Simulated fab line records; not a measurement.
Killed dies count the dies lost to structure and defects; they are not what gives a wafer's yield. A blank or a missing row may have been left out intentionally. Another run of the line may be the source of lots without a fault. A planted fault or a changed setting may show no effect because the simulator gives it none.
One fault seen from 2 desks :: flow n5-finfet :: only its own numbers are on each desk; what lay behind them is given at the end

== FROM THE METROLOGY DESK ==
What the gauges read for every lot (on any tool): the sampled wafers with a number, averaged. A lot is out of limits, marked OUT, if its mean lies more than 4 standard deviations from the usual mean; the brackets give that distance. Only the readings that lie furthest out on some lot appear, 7 of the 10 it has.
Columns: A = DIBL_N at N5_BEOL_M4_RC_MEAS_101, usual 36.3 mV/V; B = DIBL_P at N5_BEOL_M4_RC_MEAS_101, usual 36.5 mV/V; C = IOFF_N at N5_BEOL_M4_RC_MEAS_101, usual 0.163 nA/um; D = ION_N at N5_BEOL_M4_RC_MEAS_101, usual 676 uA/um; E = SS_P at N5_BEOL_M4_RC_MEAS_101, usual 73.3 mV/dec; F = VT_N at N5_BEOL_M4_RC_MEAS_101, usual 249.3 mV; G = VT_P at N5_BEOL_M4_RC_MEAS_101, usual -250 mV
lot: L837
first seen here: day 10 18:38
A: 38.0
B: 36.9
C: 0.198
D: 687
E: 73.7
F: 245.2
G: -247

lot: L845
first seen here: day 12 23:23
A: 38.5
B: 38.5
C: 0.185
D: 678
E: 73.7
F: 248.0
G: -249

lot: L851
first seen here: day 14 08:38
A: 36.9
B: 36.0
C: 0.179
D: 688
E: 74.0
F: 246.9
G: -247
This desk's finding: nothing out of limits on any of the 3 lots.

== DESK OF THE TOOL OWNER: pecvd-04 ==
The tool's own readings at N5_MOL_CONTACT_COAG_PECVD_31 (deposits SiO2 from TEOS/O2, target thk 46 nm, time 8.9 s): means of the sampled wafers that have a number, for each lot that ran on this tool. A lot is out of limits, marked OUT, if its mean lies more than 4 standard deviations from the usual mean; the brackets give that distance.
Columns: A = susceptor-temp-C at N5_MOL_CONTACT_COAG_PECVD_31, usual 399.98 C
lot: L837
first seen here: day 7 05:18
A: 403.17 (+15) OUT
Finding of this desk: L837 out of limits; the first was L837 at day 7 05:18, on susceptor-temp-C at N5_MOL_CONTACT_COAG_PECVD_31. In limits: none.

== PUT TOGETHER ==
At day 7 05:18, on L837, the tool owner's desk was in a position to raise an alarm.
The metrology desk saw nothing out of limits.
The metrology desk holds a record of L837, inside its limits.
Of the lots named, all ran N5_MOL_CONTACT_COAG_PECVD_31 on pecvd-04.

== WHAT HAD BEEN PUT IN BY THE SIMULATOR ==
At N5_MOL_CONTACT_COAG_PECVD_31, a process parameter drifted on pecvd-04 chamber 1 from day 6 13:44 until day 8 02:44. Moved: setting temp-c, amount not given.
Lots struck among those shown: L837.
Time in hours from fault onset to the first out-of-limits reading at each desk: the tool owner's desk, 16.
